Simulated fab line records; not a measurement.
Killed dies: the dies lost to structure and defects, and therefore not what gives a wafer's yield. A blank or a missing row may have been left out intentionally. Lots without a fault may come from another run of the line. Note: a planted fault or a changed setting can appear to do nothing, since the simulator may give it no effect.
fab line records | flow n5Finfet
record lots=10 | wafers=30 | lastDay=16
route steps=1938 shown BEOL_M0_CUTY@713 BEOL_M0@717 PASSIVATION@1936
lots that met no fault: taken from a fault-free run of the same line
startH: the number of hours between the record's first day and the start of the first shown wafer of the lot | waitH: hours from the lot's prior step to this one | " the same as in the row above | L1.1+2: several wafers, shown together as one row | - no value, or no start was given | * or withheld: withheld | < > ~ a bound
route shown NAME@n: names a module that has steps shown in the file, with the first one's number in the route | usual: mean/standard deviation of fault-free wafers | same: alike in all rows | chamber/n: place in a boat | sites: readings site by site | _std_site: the values' standard deviation | _edge_site: outer sites' mean less inner sites' | radiusMm: for every site, how far away it sits from the centre of the wafer | mask NAME#n: copy n | behind: the last tool/chamber to shape the wafer | hold: what put the lot on hold/how long, in hours/how the hold closed | device: whichever transistor did not switch (one of n, p or np) | end of line: tests of these same wafers at the route's end | a step with no rows: only its recipe | killed: dies lost to structure and defects at the first sort, not the wafer's yield | map: dies across one wafer; x = killed, . = not, _ = none there
set.NAME: setting as actually run; set.NAME@STEP: the setting as run at that earlier step | model.NAME: the simulator's own value behind a step, which no gauge read
route steps across a sampled set of lots; one table per step, one row per wafer
services: from which hour (startH, from the record's first day; less than 0 if before it) a tool's chamber was out of use, for how many hours, and why
## steps
# step N5_BEOL_M0_CUTY_ETCH_63
# recipe chemistry=N2/H2 | target=SOC | targetDepthA=827 | overetchA=165 | maskMaterial=SiARC | tempC=40 | ionEnergyEv=200 | timeS=124 | pressureMtorr=30 | sourceW=840 | biasW=150 | n2FlowSccm=200 | h2FlowSccm=200
# usual drypumpMotorCurrentA=5.6/0.45 | oesProductAu=0.64/0.07 | rfVppV=523.5/2.7 | showerheadPlenumPTorr=2.53/0.092 | throttleValvePct=17.72/0.22
lot.wafer | tool       | chamber | startH | waitH | drypumpMotorCurrentA | oesProductAu | rfHoursCounterH | rfVppV | showerheadPlenumPTorr | throttleValvePct
L675.2    | rieDiel-03 | 3       | 150.56 | 0.0   | 5.6                  | 0.72         | 30              | 522.4  | 2.49                  | 17.67
L675.3    | "          | 2       | "      | "     | 6.2                  | 0.61         | 159             | 520.3  | 2.45                  | 17.96
L675.5    | "          | 2       | "      | "     | 6.2                  | 0.62         | -               | 520.5  | 2.45                  | 17.96
L676.1    | rieDiel-06 | 2       | 151.20 | 0.0   | 5.7                  | 0.56         | 248             | 518.7  | 2.40                  | 17.86
L676.2    | "          | 0       | "      | "     | 5.0                  | 0.58         | 223             | 526.8  | 2.61                  | 18.03
L676.5    | "          | 1       | "      | "     | 5.4                  | 0.64         | -               | 524.9  | 2.54                  | 17.38
L679.3    | rieDiel-05 | 0       | 159.90 | 0.0   | 5.7                  | 0.58         | 187             | 523.7  | 2.52                  | 17.82
L679.5    | "          | 3       | "      | "     | 5.2                  | 0.76         | -               | 521.6  | 2.49                  | 17.82
L679.6    | "          | 0       | "      | "     | 5.7                  | 0.58         | -               | 523.5  | 2.52                  | 17.82
L681.2    | rieDiel-06 | 0       | 168.54 | 0.0   | 5.0                  | 0.57         | 231             | 526.5  | 2.61                  | 18.03
L681.3    | "          | 1       | "      | "     | 5.4                  | 0.64         | 133             | 524.2  | 2.54                  | 17.41
L681.4    | "          | 0       | "      | "     | 5.0                  | 0.58         | -               | 525.8  | 2.61                  | 18.03
L682.1    | rieDiel-06 | 0       | 173.27 | 0.0   | 5.0                  | 0.58         | 234             | 524.4  | 2.61                  | 18.04
L682.2    | "          | 1       | "      | "     | 5.4                  | 0.63         | 136             | 523.1  | 2.54                  | 17.39
L682.3    | "          | 3       | "      | "     | 6.4                  | 0.59         | 197             | 519.4  | 2.41                  | 17.73
L683.1    | rieDiel-06 | 0       | 184.12 | 0.0   | 5.1                  | 0.57         | 239             | 524.0  | 2.61                  | 18.03
L683.2    | "          | 3       | "      | "     | 6.4                  | 0.59         | 202             | 520.9  | 2.41                  | 17.74
L683.3    | "          | 2       | "      | "     | 5.7                  | 0.81         | 1               | 529.0  | 2.72                  | 17.48
L687.2    | rieDiel-06 | 0       | 204.40 | 0.0   | 5.1                  | 0.57         | 246             | 526.7  | 2.60                  | 18.05
L687.5    | "          | 0       | "      | "     | 5.0                  | 0.57         | -               | 524.2  | 2.60                  | 18.07
L687.6    | "          | 3       | "      | "     | 6.5                  | 0.58         | -               | 518.9  | 2.41                  | 17.74
L688.1    | rieDiel-05 | 3       | 209.90 | 0.0   | 5.2                  | 0.72         | 26              | 522.0  | 2.48                  | 17.87
L688.3    | "          | 0       | "      | "     | 5.7                  | 0.58         | 202             | 523.3  | 2.52                  | 17.85
L688.4    | "          | 1       | "      | "     | 5.2                  | 0.59         | 198             | 524.8  | 2.52                  | 17.93
L689.1    | rieDiel-03 | 0       | 213.75 | 0.0   | 6.1                  | 0.65         | 116             | 522.5  | 2.44                  | 17.71
L689.2    | "          | 1       | "      | "     | 5.3                  | 0.76         | 22              | 524.3  | 2.60                  | 17.88
L689.6    | "          | 2       | "      | "     | 6.2                  | 0.59         | -               | 521.1  | 2.44                  | 17.99
L690.1    | rieDiel-06 | 3       | 223.52 | 0.0   | 6.4                  | 0.58         | 216             | 519.4  | 2.40                  | 17.77
L690.2    | "          | 2       | "      | "     | 5.7                  | 0.76         | 13              | 528.7  | 2.72                  | 17.52
L690.4    | "          | 1       | "      | "     | 5.4                  | 0.61         | -               | 523.1  | 2.53                  | 17.44
# step N5_BEOL_M0_STRIP_140
# recipe chemistry=CF4 | resist=SiARC | powerW=300 | biasPowerW=75 | pressureMtorr=50 | cf4FlowSccm=150 | rfFrequencyHz=6e+07
# usual biasPowerW=74.99/0.23 | cf4FlowSccm=150.0/0.45 | drypumpMotorCurrentA=5.6/0.42 | oesProductAu=0.78/0.086 | rfVppV=270.8/1.5 | showerheadPlenumPTorr=1.78/0.055 | throttleValvePct=13.54/0.16
lot.wafer | tool       | chamber | startH | waitH | biasPowerW | cf4FlowSccm | drypumpMotorCurrentA | oesProductAu | rfHoursCounterH | rfVppV | showerheadPlenumPTorr | throttleValvePct
L675.2    | rieDiel-05 | 3       | 151.07 | 0.1   | 75.12      | 150.2       | 5.2                  | 0.93         | 4               | 270.8  | 1.76                  | 13.49
L675.3    | "          | 2       | "      | "     | 75.33      | 150.8       | 5.7                  | 0.74         | 180             | 271.4  | 1.85                  | 13.35
L675.5    | "          | 0       | "      | "     | 74.67      | 149.7       | 5.7                  | 0.72         | -               | 270.5  | 1.78                  | 13.67
L676.1    | rieDiel-06 | 3       | 152.82 | 0.2   | 74.86      | 150.2       | 6.4                  | 0.72         | 187             | 268.4  | 1.71                  | 13.57
L676.2    | "          | 2       | "      | "     | 75.41      | 150.0       | 5.6                  | 0.68         | 248             | 268.5  | 1.70                  | 13.82
L676.5    | "          | 3       | "      | "     | 74.81      | 150.3       | 6.4                  | 0.71         | -               | 270.0  | 1.71                  | 13.57
L679.3    | rieDiel-06 | 0       | 160.71 | 0.1   | 75.21      | 150.5       | 5.0                  | 0.70         | 227             | 271.7  | 1.84                  | 13.81
L679.5    | "          | 1       | "      | "     | 75.00      | 150.0       | 5.4                  | 0.77         | -               | 270.5  | 1.80                  | 13.35
L679.6    | "          | 3       | "      | "     | 74.40      | 150.8       | 6.4                  | 0.71         | -               | 269.7  | 1.71                  | 13.57
L681.2    | rieDiel-06 | 0       | 169.48 | 0.1   | 74.92      | 149.6       | 5.1                  | 0.70         | 231             | 272.6  | 1.84                  | 13.82
L681.3    | "          | 1       | "      | "     | 74.93      | 149.4       | 5.4                  | 0.75         | 133             | 270.2  | 1.80                  | 13.34
L681.4    | "          | 1       | "      | "     | 74.62      | 149.3       | 5.4                  | 0.76         | -               | 271.2  | 1.79                  | 13.34
L682.1    | rieDiel-05 | 3       | 174.05 | 0.2   | 74.47      | 149.6       | 5.2                  | 0.89         | 13              | 269.2  | 1.76                  | 13.50
L682.2    | "          | 1       | "      | "     | 75.35      | 150.6       | 5.2                  | 0.71         | 186             | 271.4  | 1.77                  | 13.62
L682.3    | "          | 1       | "      | "     | 75.06      | 150.7       | 5.1                  | 0.72         | -               | 271.7  | 1.77                  | 13.64
L683.1    | rieDiel-06 | 1       | 185.18 | 0.1   | 75.35      | 150.1       | 5.4                  | 0.77         | 141             | 269.2  | 1.79                  | 13.35
L683.2    | "          | 0       | "      | "     | 74.85      | 150.1       | 5.0                  | 0.69         | 239             | 271.2  | 1.84                  | 13.86
L683.3    | "          | 2       | "      | "     | 75.01      | 149.8       | 5.6                  | 0.97         | 1               | 273.2  | 1.91                  | 13.27
L687.2    | rieDiel-06 | 2       | 204.86 | 0.1   | 74.94      | 148.9       | 5.6                  | 0.93         | 7               | 270.7  | 1.91                  | 13.30
L687.5    | "          | 3       | "      | "     | 74.91      | 149.8       | 6.4                  | 0.71         | -               | 268.7  | 1.70                  | 13.60
L687.6    | "          | 2       | "      | "     | 75.07      | 150.2       | 5.7                  | 0.94         | -               | 274.1  | 1.91                  | 13.29
L688.1    | rieDiel-05 | 3       | 210.54 | 0.3   | 75.07      | 149.9       | 5.2                  | 0.87         | 26              | 271.9  | 1.76                  | 13.51
L688.3    | "          | 2       | "      | "     | 74.99      | 149.8       | 5.7                  | 0.73         | 196             | 269.7  | 1.85                  | 13.37
L688.4    | "          | 0       | "      | "     | 75.33      | 149.7       | 5.7                  | 0.70         | 202             | 272.0  | 1.78                  | 13.72
L689.1    | rieDiel-06 | 3       | 215.58 | 0.3   | 75.18      | 149.7       | 6.4                  | 0.70         | 212             | 269.1  | 1.70                  | 13.62
L689.2    | "          | 2       | "      | "     | 74.78      | 149.8       | 5.6                  | 0.93         | 10              | 274.9  | 1.91                  | 13.32
L689.6    | "          | 0       | "      | "     | 74.89      | 150.2       | 5.1                  | 0.69         | -               | 273.1  | 1.83                  | 13.88
L690.1    | rieDiel-06 | 2       | 224.66 | 0.1   | 75.02      | 150.3       | 5.6                  | 0.91         | 14              | 271.7  | 1.91                  | 13.29
L690.2    | "          | 1       | "      | "     | 75.39      | 150.4       | 5.4                  | 0.75         | 153             | 269.9  | 1.79                  | 13.41
L690.4    | "          | 3       | "      | "     | 74.91      | 150.1       | 6.4                  | 0.70         | -               | 269.8  | 1.70                  | 13.63
# step N5_BEOL_M0_STRIP_104
# recipe chemistry=N2/H2 | powerW=450 | tempC=40 | pressureMtorr=20 | rfFrequencyHz=6e+07 | overashFraction=0.3 | biasPowerW=7 | h2Frac=0.5 | n2FlowSccm=200 | h2FlowSccm=200
# usual biasPowerW=6.998/0.019 | chamberPressureMTorr=20.00/0.036 | drypumpMotorCurrentA=5.6/0.42 | oesProductAu=0.79/0.095 | rfVppV=59.2/1.6 | showerheadPlenumPTorr=2.53/0.08 | throttleValvePct=23.53/0.27
lot.wafer | tool       | chamber | startH | waitH | biasPowerW | chamberPressureMTorr | drypumpMotorCurrentA | oesProductAu | rfHoursCounterH | rfVppV | showerheadPlenumPTorr | throttleValvePct
L675.2    | rieDiel-05 | 3       | 151.09 | 0.0   | 7.020      | 20.06                | 5.2                  | 0.95         | 4               | 60.1   | 2.49                  | 23.75
L675.3    | "          | 2       | "      | "     | 7.026      | 19.97                | 5.7                  | 0.75         | 180             | 58.5   | 2.62                  | 23.20
L675.5    | "          | 0       | "      | "     | 6.999      | 19.98                | 5.7                  | 0.71         | -               | 58.5   | 2.52                  | 23.57
L676.1    | rieDiel-06 | 3       | 152.84 | 0.0   | 7.005      | 19.98                | 6.4                  | 0.73         | 187             | 58.3   | 2.41                  | 23.37
L676.2    | "          | 2       | "      | "     | 6.999      | 19.98                | 5.6                  | 0.67         | 248             | 59.1   | 2.40                  | 23.43
L676.5    | "          | 3       | "      | "     | 7.051      | 20.02                | 6.4                  | 0.72         | -               | 60.2   | 2.41                  | 23.36
L679.3    | rieDiel-06 | 0       | 160.73 | 0.0   | 7.025      | 20.01                | 5.0                  | 0.71         | 227             | 60.0   | 2.61                  | 23.84
L679.5    | "          | 1       | "      | "     | 6.983      | 20.02                | 5.4                  | 0.76         | -               | 57.8   | 2.54                  | 23.04
L679.6    | "          | 3       | "      | "     | 6.963      | 20.02                | 6.4                  | 0.72         | -               | 60.1   | 2.41                  | 23.40
L681.2    | rieDiel-06 | 0       | 169.50 | 0.0   | -          | -                    | -                    | -            | -               | -      | -                     | -
L681.3    | "          | 1       | "      | "     | -          | -                    | -                    | -            | -               | -      | -                     | -
L681.4    | "          | 1       | "      | "     | -          | -                    | -                    | -            | -               | -      | -                     | -
L682.1    | rieDiel-05 | 3       | 174.08 | 0.0   | -          | -                    | -                    | -            | -               | -      | -                     | -
L682.2    | "          | 1       | "      | "     | -          | -                    | -                    | -            | -               | -      | -                     | -
L682.3    | "          | 1       | "      | "     | -          | -                    | -                    | -            | -               | -      | -                     | -
L683.1    | rieDiel-06 | 1       | 185.20 | 0.0   | -          | -                    | -                    | -            | -               | -      | -                     | -
L683.2    | "          | 0       | "      | "     | -          | -                    | -                    | -            | -               | -      | -                     | -
L683.3    | "          | 2       | "      | "     | -          | -                    | -                    | -            | -               | -      | -                     | -
L687.2    | rieDiel-06 | 2       | 204.88 | 0.0   | 7.016      | 19.95                | 5.7                  | 0.95         | 7               | 58.0   | 2.71                  | 23.27
L687.5    | "          | 3       | "      | "     | 6.957      | 20.07                | 6.4                  | 0.70         | -               | 61.4   | 2.40                  | 23.30
L687.6    | "          | 2       | "      | "     | 6.986      | 19.98                | 5.6                  | 0.93         | -               | 59.2   | 2.72                  | 23.27
L688.1    | rieDiel-05 | 3       | 210.56 | 0.0   | 6.990      | 20.00                | 5.2                  | 0.90         | 26              | 59.9   | 2.48                  | 23.79
L688.3    | "          | 2       | "      | "     | 6.988      | 20.02                | 5.6                  | 0.74         | 196             | 58.6   | 2.62                  | 23.17
L688.4    | "          | 0       | "      | "     | 7.018      | 19.95                | 5.7                  | 0.71         | 202             | 58.7   | 2.51                  | 23.60
L689.1    | rieDiel-06 | 3       | 215.60 | 0.0   | 6.997      | 19.96                | 6.4                  | 0.71         | 212             | 57.9   | 2.40                  | 23.39
L689.2    | "          | 2       | "      | "     | 6.975      | 19.93                | 5.7                  | 0.94         | 10              | 61.8   | 2.71                  | 23.28
L689.6    | "          | 0       | "      | "     | 6.991      | 19.98                | 5.0                  | 0.70         | -               | 59.6   | 2.60                  | 23.87
L690.1    | rieDiel-06 | 2       | 224.68 | 0.0   | 7.030      | 19.99                | 5.7                  | 0.91         | 14              | 60.9   | 2.71                  | 23.26
L690.2    | "          | 1       | "      | "     | 6.984      | 20.03                | 5.4                  | 0.75         | 153             | 57.6   | 2.53                  | 23.12
L690.4    | "          | 3       | "      | "     | 6.992      | 19.99                | 6.4                  | 0.70         | -               | 56.7   | 2.40                  | 23.42
# step N5_BEOL_M0_TRENCH_ETCH_107
# recipe chemistry=C4F6/O2 | targetDepthA=328 | target=SiOC | timeS=16.4 | ionEnergyEv=250 | pressureMtorr=30 | sourceW=355 | biasW=185 | Ar_flow_sccm=300 | C4F6_flow_sccm=10 | O2_flow_sccm=10
# usual drypumpMotorCurrentA=5.7/0.42 | oes_ar_750_au=0.80/0.082 | oesProductAu=0.80/0.091 | rfVppV=668/12 | showerheadPlenumPTorr=2.82/0.082 | throttleValvePct=20.83/0.14
lot.wafer | tool       | chamber | startH | waitH | drypumpMotorCurrentA | oes_ar_750_au | oesProductAu | rfHoursCounterH | rfVppV | showerheadPlenumPTorr | throttleValvePct
L675.2    | rieDiel-05 | 3       | 151.26 | 0.0   | 5.2                  | 0.95          | 0.95         | 4               | 677    | 2.80                  | 20.92
L675.3    | "          | 1       | "      | "     | 5.2                  | 0.74          | 0.72         | 176             | 666    | 2.83                  | 20.90
L675.5    | "          | 2       | "      | "     | 5.7                  | 0.75          | 0.75         | -               | 686    | 2.97                  | 20.60
L676.1    | rieDiel-03 | 2       | 153.18 | 0.0   | 6.2                  | 0.76          | 0.75         | 160             | 664    | 2.73                  | 20.87
L676.2    | "          | 0       | "      | "     | 6.1                  | 0.82          | 0.81         | 94              | 663    | 2.77                  | 20.94
L676.5    | "          | 0       | "      | "     | 6.1                  | 0.83          | 0.82         | -               | 664    | 2.77                  | 20.94
L679.3    | rieDiel-06 | 3       | 161.09 | 0.0   | 6.5                  | 0.73          | 0.72         | 191             | 664    | 2.73                  | 20.83
L679.5    | "          | 3       | "      | "     | 6.4                  | 0.73          | 0.72         | -               | 666    | 2.73                  | 20.85
L679.6    | "          | 1       | "      | "     | 5.4                  | 0.78          | 0.77         | -               | 661    | 2.84                  | 20.50
L681.2    | rieDiel-03 | 3       | 170.11 | 0.0   | 5.6                  | 0.87          | 0.89         | 38              | 672    | 2.79                  | 20.77
L681.3    | "          | 1       | "      | "     | 5.3                  | 0.97          | 0.99         | 5               | 689    | 2.91                  | 20.83
L681.4    | "          | 0       | "      | "     | 6.1                  | 0.82          | 0.82         | 100             | 664    | 2.77                  | 20.94
L682.1    | rieDiel-05 | 1       | 174.29 | 0.0   | 5.2                  | 0.73          | 0.73         | 186             | 665    | 2.83                  | 20.91
L682.2    | "          | 3       | "      | "     | 5.2                  | 0.91          | 0.94         | 13              | 674    | 2.80                  | 20.94
L682.3    | "          | 1       | "      | "     | 5.2                  | 0.73          | 0.72         | -               | 663    | 2.83                  | 20.89
L683.1    | rieDiel-05 | 1       | 185.85 | 0.0   | 5.2                  | 0.73          | 0.73         | 191             | 664    | 2.83                  | 20.90
L683.2    | "          | 2       | "      | "     | 5.7                  | 0.74          | 0.75         | 187             | 686    | 2.96                  | 20.61
L683.3    | "          | 0       | "      | "     | 5.7                  | 0.73          | 0.73         | 195             | 642    | 2.82                  | 20.91
L687.2    | rieDiel-03 | 3       | 205.07 | 0.0   | 5.6                  | 0.84          | 0.88         | 51              | 672    | 2.78                  | 20.80
L687.5    | "          | 1       | "      | "     | 5.2                  | 0.94          | 0.94         | -               | 688    | 2.90                  | 20.84
L687.6    | "          | 2       | "      | "     | 6.1                  | 0.75          | 0.73         | -               | 664    | 2.72                  | 20.90
L688.1    | rieDiel-03 | 0       | 210.74 | 0.0   | 6.2                  | 0.81          | 0.80         | 114             | 662    | 2.76                  | 20.94
L688.3    | "          | 2       | "      | "     | 6.2                  | 0.74          | 0.74         | 183             | 663    | 2.72                  | 20.89
L688.4    | "          | 1       | "      | "     | 5.3                  | 0.93          | 0.94         | 20              | 688    | 2.90                  | 20.85
L689.1    | rieDiel-03 | 2       | 215.76 | 0.0   | 6.2                  | 0.74          | 0.73         | 185             | 663    | 2.72                  | 20.92
L689.2    | "          | 3       | "      | "     | 5.6                  | 0.85          | 0.86         | 56              | 672    | 2.78                  | 20.80
L689.6    | "          | 2       | "      | "     | 6.2                  | 0.75          | 0.72         | -               | 663    | 2.72                  | 20.90
L690.1    | rieDiel-06 | 2       | 224.85 | 0.0   | 5.6                  | 0.92          | 0.92         | 14              | 657    | 3.01                  | 20.53
L690.2    | "          | 1       | "      | "     | 5.4                  | 0.77          | 0.76         | 153             | 661    | 2.83                  | 20.56
L690.4    | "          | 1       | "      | "     | 5.4                  | 0.76          | 0.75         | -               | 660    | 2.83                  | 20.55
# step N5_PASSIVATION_PROBE_49
# usual defectLimitedYield=91.3/1.5 | killed_at_M0_to_M3=34/11 | killed_at_M4_up=14/6.1 | killedAtContacts=12/5.9 | killedAtFrontEnd=39/11 | killedAtOther=4/3.3 | killedDies=102/18 | killedOpen=67/13 | killedShort=33/7.9 | sort_bin_5_function=5.1/1 | sort_bin_6_memory=3.3/0.7 | sort_bin_8_speed=0.1/0.69 | sortNPass=1077/19 | sortYieldPct=91.3/1.6
# same grossDies=1180 | killedAtBackSide=0 | sort_bin_4_leakage[%]=0
lot.wafer | tool      | chamber | startH | waitH | defectLimitedYield[%] | killed_at_M0_to_M3 | killed_at_M4_up | killedAtContacts | killedAtFrontEnd | killedAtOther | killedDies | killedOpen | killedShort | sort_bin_5_function[%] | sort_bin_6_memory[%] | sort_bin_8_speed[%] | sortNPass | sortYieldPct[%]
L682.1    | prober-02 | -       | 320.05 | 0.0   | 93.1                  | 19                 | 10              | 8                | 40               | 4             | 81         | 50         | 27          | 3.8                    | 2.6                  | 0                   | 1099      | 93.1
L682.2    | prober-02 | -       | 320.10 | 0.1   | 92.3                  | 19                 | 17              | 14               | 40               | 1             | 91         | 67         | 20          | 4.3                    | 3.2                  | 0                   | 1089      | 92.3
L682.3    | prober-02 | -       | 320.15 | 0.1   | 91.3                  | 26                 | 28              | 11               | 35               | 3             | 103        | 71         | 32          | 5.6                    | 3.0                  | 0                   | 1077      | 91.3
# killed by level:class
L682.1 MOL_CONTACT_COAG:geometricParticle:open=8 STI_FIN_REVEAL:geometricParticle:open=7 FIN_SAQP:geometricParticle:short=6 BEOL_M4:geometricParticle:open=6 FIN_SAQP:geometricParticle:open=5 BEOL_M0_SAQP:geometricParticle:short=5 STARTING-WAFER:geometricParticle:open=5 BEOL_M2:geometricParticle:open=4
L682.2 MOL_CONTACT_COAG:geometricParticle:open=12 FIN_SAQP:geometricParticle:open=10 STI_FIN_REVEAL:geometricParticle:open=9 BEOL_M4:geometricParticle:open=6 BEOL_M0_SAQP:geometricParticle:open=5 FIN_SAQP:geometricParticle:short=4 DUMMY_GATE:geometricParticle:open=4 BEOL_M0_SAQP:geometricParticle:short=3
L682.3 BEOL_M4:geometricParticle:open=14 STI_FIN_REVEAL:geometricParticle:open=10 MOL_CONTACT_COAG:geometricParticle:open=9 BEOL_M0_SAQP:geometricParticle:short=6 FIN_SAQP:geometricParticle:open=5 BEOL_M4:geometricParticle:short=5 BEOL_M3:geometricParticle:open=5 FIN_SAQP:geometricParticle:short=4
## services
tool       | chamber | startH | hours | kind
rieDiel-05 | 3       | 128.67 | -     | clean
rieDiel-05 | 3       | 128.67 | -     | consumableReplace:focusRing
rieDiel-05 | 3       | 128.67 | 11.6  | scheduledDown
rieDiel-05 | 3       | 128.67 | 11.6  | ventCycle
rieDiel-06 | 2       | 158.01 | -     | clean
rieDiel-06 | 2       | 158.01 | -     | consumableReplace:focusRing
rieDiel-06 | 2       | 158.01 | -     | consumableReplace:showerhead
rieDiel-06 | 2       | 158.01 | 24.5  | scheduledDown
rieDiel-06 | 2       | 158.01 | 24.5  | ventCycle
rieDiel-05 | 2       | 169.34 | 16.3  | repair
rieDiel-05 | 0       | 170.33 | 5.8   | repair
rieDiel-06 | 0       | 219.61 | -     | clean
rieDiel-06 | 0       | 219.61 | -     | consumableReplace:focusRing
rieDiel-06 | 0       | 219.61 | 23.5  | scheduledDown
rieDiel-06 | 0       | 219.61 | 23.5  | ventCycle
rieDiel-03 | 0       | 223.19 | 7.0   | repair
## key
firstSign step=N5_BEOL_M0_STRIP_104 | reading=toolRecord | direction=missing
effect none on later readings
metAt N5_BEOL_M0_STRIP_104
struckLots L681,L682,L683
rowsEnd L683.1,L683.2,L683.3
notActingAt N5_BEOL_M0_CUTY_ETCH_63,N5_BEOL_M0_STRIP_140,N5_BEOL_M0_TRENCH_ETCH_107
onsetBetween 160.73 169.50
fault kind=skippedStepWhole | tool=rieDiel-05,rieDiel-06 | chamber=- | onsetH=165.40 | steps=N5_BEOL_M0_STRIP_104 | scope=struckLotsOnly
# rowsEnd: these wafers met a further fault down the route, and their rows from its step on are left out
